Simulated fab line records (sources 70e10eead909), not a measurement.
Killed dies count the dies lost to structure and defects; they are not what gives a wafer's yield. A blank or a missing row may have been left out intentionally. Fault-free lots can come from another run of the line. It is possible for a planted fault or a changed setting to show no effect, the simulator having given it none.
A lot that was struck, set against a sound lot	flow nand_harc	14 out of 1302 route steps
Sound: the wafers L201.3, L201.4, L201.6. Wafers L216.3, L216.5, L216.6 were the ones struck. Last of all comes the cause.
For every step that has rows: the tool of each side, followed by ch and its chambers, followed by its first start. Under that, the readings that differ: sound wafers	struck wafers	difference of the means	sigmas: that difference in standard deviations of wafers without a fault.
alike: readings with means less than 2 such deviations apart, plus words and numbers identical on both sides. not compared: withheld readings, readings lacking a value on some wafer, bounds such as >300 that could conceal the same value, and numbers that have no deviation in the record and whose values overlap.
Wherever a step has rows on one side only, a row that says differs or no value, or a row with sigmas, the two part there. Numbers that have no deviation but don't overlap get no sigmas and don't part them. A reading missing from all wafers of one side parts the sides only when that side holds two or more wafers.

NHARC_P_GATE_RTA_82: time 30 s.
  sound on rtp_anneal-01 ch 0, day 7 15:24; struck on rtp_anneal-02 ch 0, day 13 17:49
reading	sound	struck	difference	sigmas
lamp_power_pct (%)	4.10 4.11 4.10	4.04 4.04 4.03	-0.07	-2
  alike: wafer_temp_C_max
NHARC_P_GATE_INSPECT_68:
  sound on defect_inspect-02, day 7 15:32; struck on defect_inspect-01, day 13 17:58
  alike: raw_defect_count
NHARC_P_CONTACT_DEP_30: deposits SiNx, target thk 30 nm.
  sound on pecvd-04 ch 0,1,2, day 7 15:39; struck on pecvd-03 ch 1,2, day 13 18:07
  alike: heater_power_w
NHARC_P_CONTACT_DEP_00: deposits SiO2, target thk 500 nm.
  sound: pecvd-04 ch 0,1,2; struck: pecvd-03 ch 1,2
  alike: heater_power_w, throttle_valve_pct
NHARC_P_CONTACT_CMP_01: polishes SiO2, target thk 200 nm.
  sound on cmp-02 ch 0,1,2, day 7 16:22; struck on cmp-02 ch 0,1,2, day 13 18:48
  alike: motor_current_A, slurry_flow_ml_min
then, 6 steps without rows for these wafers: NHARC_P_CONTACT_SRD_03; NHARC_P_CONTACT_DEHYDRATE_04 (time 120 s); NHARC_P_CONTACT_HMDS_05 (time 30 s); NHARC_P_CONTACT_COAT_33 (time 75 s); NHARC_P_CONTACT_COAT_34 (time 65 s); NHARC_P_CONTACT_COAT_06 (resist thk 90 nm).
NHARC_P_CONTACT_SOFTBAKE_07: time 55 s.
  sound on litho_track-06 ch 0, day 7 16:00; struck on litho_track-04 ch 0, day 13 19:00
reading	sound	struck	difference	sigmas
heater_power_total_W (W)	188.65 188.58 188.33	222.36 222.89 222.68	+34.12	+99 or more
then, 1 step without rows for these wafers: NHARC_P_CONTACT_EBR_08.
-- the record jumps here: 19 days lie between the struck wafers' starts before and after (it left off in module P_CONTACT and takes up again in module END, whose first step shown is number 1302 of the route) --
NHARC_END_SORT_01:
  sound on prober-01 ch 0, day 25 23:14; struck on prober-01 ch 0, day 32 10:15
  alike: killed_at_array, killed_at_other, killed_at_periphery, killed_dies, killed_open, killed_short

== WHERE THEY PART ==
Earliest at NHARC_P_GATE_RTA_82; latest, in this record, at NHARC_P_CONTACT_SOFTBAKE_07. Later steps at which nothing parts them and some readings are alike: NHARC_END_SORT_01.

WHY: the cause the simulator had injected
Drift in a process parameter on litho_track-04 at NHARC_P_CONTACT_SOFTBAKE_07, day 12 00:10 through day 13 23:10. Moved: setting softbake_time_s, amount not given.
